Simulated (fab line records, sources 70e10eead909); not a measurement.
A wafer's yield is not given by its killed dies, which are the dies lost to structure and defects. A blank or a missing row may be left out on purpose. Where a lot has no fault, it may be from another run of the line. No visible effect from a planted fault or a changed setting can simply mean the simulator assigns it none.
fab line records	flow nandHarc
record lots=12	wafers=36	lastDay=29
route steps=1159 shown P_M1@297 P_M2@318 END@1159
lots that met no fault: taken from a fault-free run of the same line
startH: start of the lot's first displayed wafer, in hours after the record's first day	waitH: time in hours since the lot's previous step	" identical to the entry in the row above	L1.1+2: one row covering several wafers at once	- value missing, or start not given	* or withheld: withheld	< > ~ a bound
route shown NAME@n: NAME is a module with steps in the file, n the number in the route of the first one	usual: the fault-free wafers' mean and standard deviation	same: alike in all rows	chamber/n: place in a boat	sites: readings site by site	_std_site: the values' standard deviation	_edge_site: outer sites' mean less inner sites'	radiusMm: how far each site lies from the wafer's centre	mask NAME#n: copy n	behind: the tool/chamber that last shaped the wafer	hold: why the lot went on hold/how many hours it stayed there/how the hold came to an end	device: whichever transistor did not switch (one of n, p or np)	end of line: the tests these same wafers got at the end of their route	a step with no rows: only its recipe	killed: the dies lost at the first sort to structure and to defects; this is not the yield of the wafer	map: a wafer's dies, marking killed ones x, the rest . and places with no die _
set.NAME: the run value of the setting; set.NAME@STEP: its run value at that earlier step	model.NAME: the simulator's own value behind a step, which no gauge read
route steps across a sampled set of lots; one table per step, one row per wafer
services: a tool's chamber out of use, with start hour (startH, from the record's first day; less than 0 if before it), hours out, and reason
## steps
# step NHARC_P_M1_INSPECT_11
# usual rawDefectCount=3.9/2.3
lot.wafer	tool	chamber	startH	waitH	rawDefectCount
L507.1	defectInspect-02	-	179.25	0.0	3
L507.2	"	-	"	"	1
L507.5	"	-	"	"	4
L509.1	defectInspect-02	-	179.82	0.0	2
L509.4	"	-	"	"	2
L509.6	"	-	"	"	1
L508.1	defectInspect-02	-	180.77	0.0	3
L508.2	"	-	"	"	4
L508.6	"	-	"	"	3
L506.1	defectInspect-02	-	183.37	0.0	5
L506.5	"	-	"	"	0
L506.6	"	-	"	"	2
L510.1	defectInspect-02	-	184.12	0.0	2
L510.3	"	-	"	"	9
L510.6	"	-	"	"	4
L513.2	defectInspect-01	-	192.94	0.0	2
L513.3	"	-	"	"	3
L513.6	"	-	"	"	3
L511.4	defectInspect-01	-	195.30	0.0	5
L511.5	"	-	"	"	3
L511.6	"	-	"	"	4
L514.1	defectInspect-02	-	199.55	0.0	3
L514.2	"	-	"	"	1
L514.5	"	-	"	"	3
L519.1	defectInspect-01	-	207.22	0.0	7
L519.2	"	-	"	"	8
L519.6	"	-	"	"	13
L523.4	defectInspect-01	-	222.21	0.0	8
L523.5	"	-	"	"	14
L523.6	"	-	"	"	4
L525.1	defectInspect-01	-	231.02	0.0	3
L525.2	"	-	"	"	5
L525.6	"	-	"	"	2
L528.1	defectInspect-02	-	251.83	0.0	7
L528.4	"	-	"	"	3
L528.5	"	-	"	"	5
# step NHARC_P_M1_ETCH_35
# recipe targetDepthA=400	overetchA=120	timeS=43.94	ionEnergyEv=200	n2FlowSccm=150	h2FlowSccm=150	arFlowSccm=0	rfW=400	biasW=150	chemistry=N2/H2
# usual drypumpMotorCurrentA=5.5/0.57	oesProductAu=0.995/0.01	rfVppV=430/3.4	showerheadPlenumPTorr=2.04/0.11	throttleValvePct=14.169/0.0085
lot.wafer	tool	chamber	startH	waitH	drypumpMotorCurrentA	oesProductAu	rfHoursCounterH	rfVppV	showerheadPlenumPTorr	throttleValvePct
L507.1	rieDiel-02	2	179.43	0.1	4.8	0.986	0.7	428	1.97	14.182
L507.2	"	3	"	"	5.1	1.001	0.7	427	1.94	14.162
L507.5	"	1	"	"	6.3	0.993	-	433	2.11	14.165
L509.1	rieDiel-02	1	180.00	0.1	6.2	0.999	0.6	434	2.11	14.177
L509.6	"	2	"	"	4.8	0.985	-	428	1.97	14.169
L509.4	"	1	"	"	6.2	0.988	-	432	2.11	14.162
L508.1	rieDiel-13	0	180.92	0.1	6.3	1.001	1.9	425	1.91	14.166
L508.2	"	2	"	"	5.7	0.985	1.8	434	2.19	14.159
L508.6	"	1	"	"	5.1	1.002	-	428	1.93	14.178
L506.1	rieDiel-02	2	183.53	0.1	4.8	0.993	0.8	429	1.97	14.172
L506.6	"	0	"	"	5.7	0.994	-	434	2.18	14.166
L506.5	"	1	"	"	6.3	0.997	-	434	2.11	14.158
L510.1	rieDiel-13	1	184.26	0.1	5.1	0.981	2.1	428	1.93	14.192
L510.3	"	2	"	"	5.7	0.989	2.0	433	2.19	14.180
L510.6	"	2	"	"	5.7	0.990	-	434	2.19	14.177
L513.2	rieDiel-13	1	193.09	0.1	5.0	0.985	2.3	428	1.93	14.162
L513.3	"	2	"	"	5.8	0.987	2.2	436	2.19	14.160
L513.6	"	1	"	"	5.0	0.984	-	427	1.93	14.181
L511.4	rieDiel-10	1	195.46	0.1	5.2	0.993	0.1	432	2.12	14.165
L511.6	"	2	"	"	5.7	0.980	-	434	2.17	14.169
L511.5	"	3	"	"	4.8	0.997	-	426	1.90	14.170
L514.1	rieDiel-02	2	199.71	0.1	4.8	0.989	1.2	428	1.97	14.169
L514.2	"	3	"	"	5.1	1.003	1.2	427	1.94	14.176
L514.5	"	0	"	"	5.7	1.005	-	435	2.18	14.172
L519.2	rieDiel-02	2	207.37	0.1	4.8	0.988	1.6	429	1.97	14.176
L519.1	"	0	"	"	5.7	0.996	1.3	435	2.18	14.169
L519.6	"	2	"	"	4.8	0.996	-	429	1.97	14.162
L523.4	rieDiel-02	3	222.37	0.1	5.0	1.010	2.0	429	1.94	14.153
L523.5	"	0	"	"	5.7	0.998	-	435	2.18	14.167
L523.6	"	1	"	"	6.2	1.002	-	433	2.11	14.162
L525.2	rieDiel-02	1	231.18	0.1	6.2	0.996	2.4	432	2.11	14.180
L525.1	"	2	"	"	4.8	0.983	2.4	428	1.97	14.177
L525.6	"	0	"	"	5.7	0.998	-	435	2.18	14.169
L528.4	rieDiel-02	1	251.99	0.1	6.2	1.017	3.0	433	2.11	14.163
L528.1	"	3	"	"	5.0	1.025	2.9	428	1.94	14.165
L528.5	"	0	"	"	5.7	1.010	-	435	2.18	14.184
# step NHARC_P_M1_CMP_23
# recipe tOverpolishS=20	targetThkNm=157.82
# usual motorCurrentA=12.1/1.4	retainingRingPressureFrac=0.999/0.005	timeToEndpointS=28.6/2.4
lot.wafer	tool	chamber	startH	waitH	motorCurrentA	retainingRingPressureFrac	timeToEndpointS
L507.1	cmp-02	3	181.90	-	10.7	0.993	29.2
L507.2	"	1	"	"	10.8	1.003	30.7
L507.5	"	3	"	"	11.4	0.991	31.4
L509.4	cmp-02	0	182.56	-	13.8	1.000	25.8
L509.1	"	2	"	"	13.1	1.001	30.0
L509.6	"	3	"	"	11.2	1.003	30.5
L508.1	cmp-01	1	183.64	-	13.2	1.006	25.1
L508.2	"	2	"	"	11.3	0.997	29.8
L508.6	"	2	"	"	11.7	0.999	26.6
L506.1	cmp-03	2	185.63	-	11.0	1.001	27.3
L506.6	"	3	"	"	15.0	0.993	27.7
L506.5	"	0	"	"	9.7	1.000	28.5
L510.1	cmp-02	0	186.47	-	13.8	0.995	25.0
L510.3	"	2	"	"	13.3	1.012	28.0
L510.6	"	0	"	"	14.0	1.004	25.6
L513.3	cmp-01	1	195.28	-	13.1	0.996	29.3
L513.2	"	2	"	"	10.7	0.996	29.5
L513.6	"	2	"	"	10.7	1.004	33.4
L511.4	cmp-02	1	197.72	-	11.1	0.998	31.4
L511.5	"	0	"	"	13.8	1.001	25.9
L511.6	"	1	"	"	10.6	1.003	27.8
L514.1	cmp-02	1	201.81	-	10.6	1.001	29.6
L514.2	"	3	"	"	10.8	1.004	30.2
L514.5	"	2	"	"	12.3	0.998	32.5
L519.2	cmp-02	2	209.40	-	11.9	1.001	29.5
L519.1	"	0	"	"	13.6	0.998	25.7
L519.6	"	2	"	"	12.8	0.998	30.7
L523.4	cmp-03	1	224.74	-	10.5	0.990	26.5
L523.5	"	2	"	"	11.1	0.999	29.2
L523.6	"	3	"	"	14.2	0.994	28.4
L525.2	cmp-03	1	233.21	-	10.4	1.002	28.0
L525.1	"	2	"	"	10.7	0.999	28.9
L525.6	"	1	"	"	10.7	1.000	27.6
L528.1	cmp-02	1	254.03	-	10.7	0.995	29.7
L528.4	"	2	"	"	12.7	0.994	31.8
L528.5	"	1	"	"	11.4	1.001	31.9
# step NHARC_P_M2_DEP_00
# recipe targetThkA=1825	targetThkNm=182.5	tempC=withheld	pressureTorr=5	flowSccm=200	rfW=600	material=SiOC
lot.wafer	tool	chamber	startH	waitH
L507.1+2+5	pecvd-04	2,0,0	183.06	-
L509.1+6+4	pecvd-01	2,2,0	183.54	-
L508.2+1+6	pecvd-04	1,2,1	184.65	-
L506.1+5+6	pecvd-04	1,2,0	186.65	-
L510.1+3+6	pecvd-01	1,2,1	187.45	-
L513.3+2+6	pecvd-01	0,1,0	196.38	-
L511.4+6+5	pecvd-02	1,2,0	199.61	-
L514.2+1+5	pecvd-01	1,2,0	203.16	-
L514.2+1+5	pecvd-01	1,2,0	204.00	-
L519.1+2+6	pecvd-02	1,2,1	210.52	-
L523.5+4+6	pecvd-01	1,2,0	225.82	-
L523.5+4+6	pecvd-01	1,2,0	226.40	-
L525.2+1+6	pecvd-02	1,0,2	234.22	-
L528.1+5+4	pecvd-01	2,2,1	255.03	-
# step NHARC_END_SORT_01
# recipe tempC=25
# usual defectLimitedYield=95.1/1.7	killedAtArray=29/11	killedAtOther=0.5/0.85	killedAtPeriphery=3.0/2.3	killedDies=33/12	killedOpen=3.3/1.9	killedShort=2.0/1.5	sort_bin_2_pct=1.5/0.66	sort_bin_3_pct=0.25/0.21	sort_bin_4_pct=3.1/1.2	sortNPass=644/12	sortRimYieldPct=96.7/2	sortYieldPct=95.1/1.7
# same grossDies=677	sort_bin_5_pct[%]=0	sort_bin_6_pct[%]=0	sort_bin_7_pct[%]=0	sort_bin_8_pct[%]=0	sortRimNGross=106.00
lot.wafer	tool	chamber	startH	waitH	defectLimitedYield[%]	killedAtArray	killedAtOther	killedAtPeriphery	killedDies	killedOpen	killedShort	sort_bin_2_pct[%]	sort_bin_3_pct[%]	sort_bin_4_pct[%]	sortNPass	sortRimYieldPct[%]	sortYieldPct[%]
L514.1	prober-02	0	591.85	2.5	0	25	0	652	677	4	5	97.5	0.15	2.4	0	0	0
L514.2	prober-02	0	592.66	2.8	0	19	0	658	677	1	0	97.6	0.15	2.2	0	0	0
L514.5	prober-02	0	595.08	3.7	0	10	0	667	677	4	1	98.8	0	1.2	0	0	0
L523.4	prober-01	0	636.76	3.4	0	34	0	643	677	2	0	95.7	0.15	4.1	0	0	0
L523.5	prober-01	0	637.55	3.7	0	34	0	643	677	1	2	95.1	0.30	4.6	0	0	0
L523.6	prober-01	0	638.34	3.9	0	37	0	640	677	4	4	95.7	0.15	4.1	0	0	0
# killed by level:class
L514.1 P_M2:areaDep=651 A_CHANNEL_HOLE_D1:chamberFilmFlake=7 A_STAIRCASE:chamberFilmFlake=5 A_CONTACT:chamberFilmFlake=4 A_CONTACT:geometricParticle:open=2 A_M0:geometricParticle:open=2 A_M0:geometricParticle:short=2 A_ONON_D1:geometricParticle:short=1
L514.2 P_M2:areaDep=657 A_CHANNEL_HOLE_D1:chamberFilmFlake=6 A_CONTACT:chamberFilmFlake=6 A_ZERO_WELL:chamberFilmFlake=2 A_CONTACT:geometricParticle:open=1 P_BONDPAD:chamberFilmFlake=1 A_STAIRCASE:chamberFilmFlake=1 A_SLIT:chamberFilmFlake=1
L514.5 P_M2:areaDep=666 A_CONTACT:geometricParticle:open=2 A_SLIT:chamberFilmFlake=2 A_CONTACT:chamberFilmFlake=2 P_CONTACT:geometricParticle:open=1 A_CHANNEL_FILL_D1:geometricParticle:short=1 A_WL_FILL:geometricParticle:open=1 A_ZERO_WELL:chamberFilmFlake=1
L523.4 P_M2:areaDep=636 A_SLIT:chamberFilmFlake=17 A_CHANNEL_HOLE_D1:chamberFilmFlake=8 A_STAIRCASE:chamberFilmFlake=7 P_CONTACT:chamberFilmFlake=6 P_CONTACT:geometricParticle:open=1 A_SOURCE_PLATE:geometricParticle:open=1 A_CHANNEL_FILL_D1:chamberFilmFlake=1
L523.5 P_M2:areaDep=632 A_SLIT:chamberFilmFlake=23 P_CONTACT:chamberFilmFlake=8 A_CHANNEL_HOLE_D1:chamberFilmFlake=4 A_CONTACT:chamberFilmFlake=3 A_STAIRCASE:chamberFilmFlake=2 P_M0:geometricParticle:short=1 P_M0:geometricParticle:open=1
L523.6 P_M2:areaDep=635 A_SLIT:chamberFilmFlake=12 A_CHANNEL_HOLE_D1:chamberFilmFlake=10 A_CONTACT:chamberFilmFlake=4 A_CHANNEL_FILL_D1:geometricParticle:short=2 P_STI:chamberFilmFlake=2 P_CONTACT:chamberFilmFlake=2 A_STAIRCASE:chamberFilmFlake=2
## services
tool	chamber	startH	hours	kind
cmp-03	-	156.00	4.0	pm
rieDiel-02	0	159.70	-	clean
rieDiel-02	1	159.70	-	clean
rieDiel-02	2	159.70	-	clean
rieDiel-02	3	159.70	-	clean
cmp-03	-	163.08	0.5	repair
rieDiel-10	-	176.50	9.0	pm
rieDiel-02	1	177.43	1.4	repair
rieDiel-02	0	177.51	4.2	repair
cmp-01	-	179.50	4.0	pm
pecvd-02	-	184.09	1.5	repair
rieDiel-02	0	184.20	-	clean
rieDiel-02	1	184.20	-	clean
rieDiel-02	2	184.20	-	clean
pecvd-04	-	195.00	13.0	pm
cmp-03	-	205.52	5.8	repair
rieDiel-10	1	208.77	2.3	repair
rieDiel-13	2	223.26	7.6	repair
cmp-03	-	224.99	0.2	repair
cmp-02	-	226.52	4.0	pm
cmp-02	-	235.04	2.3	repair
pecvd-01	-	237.16	13.0	pm
rieDiel-02	-	249.98	0.2	repair
cmp-03	-	254.05	4.0	pm
## key
firstSign step=NHARC_P_M2_DEP_00	reading=visit	direction=added
effect step=NHARC_END_SORT_01	reading=killedAtPeriphery	direction=up	sigmas=99+	usual=3.0	struck=650.5
moreKillsBornAt NHARC_P_M2_DEP_00@pecvd-01=3877
metAt NHARC_P_M2_DEP_00
struckLots L514,L523
laterRowsLeftOut L514.1,L514.2,L514.5,L523.4,L523.5,L523.6
notActingAt NHARC_P_M1_INSPECT_11,NHARC_P_M1_ETCH_35,NHARC_P_M1_CMP_23
fault kind=repeatedStepWhole	tool=pecvd-01,pecvd-02,pecvd-04	chamber=-	onsetH=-	steps=NHARC_P_M2_DEP_00	times=1	scope=struckLotsOnly
# laterRowsLeftOut: the simulator's readings of these wafers behind a module that went badly wrong aren't trusted and aren't shown, but for the sort
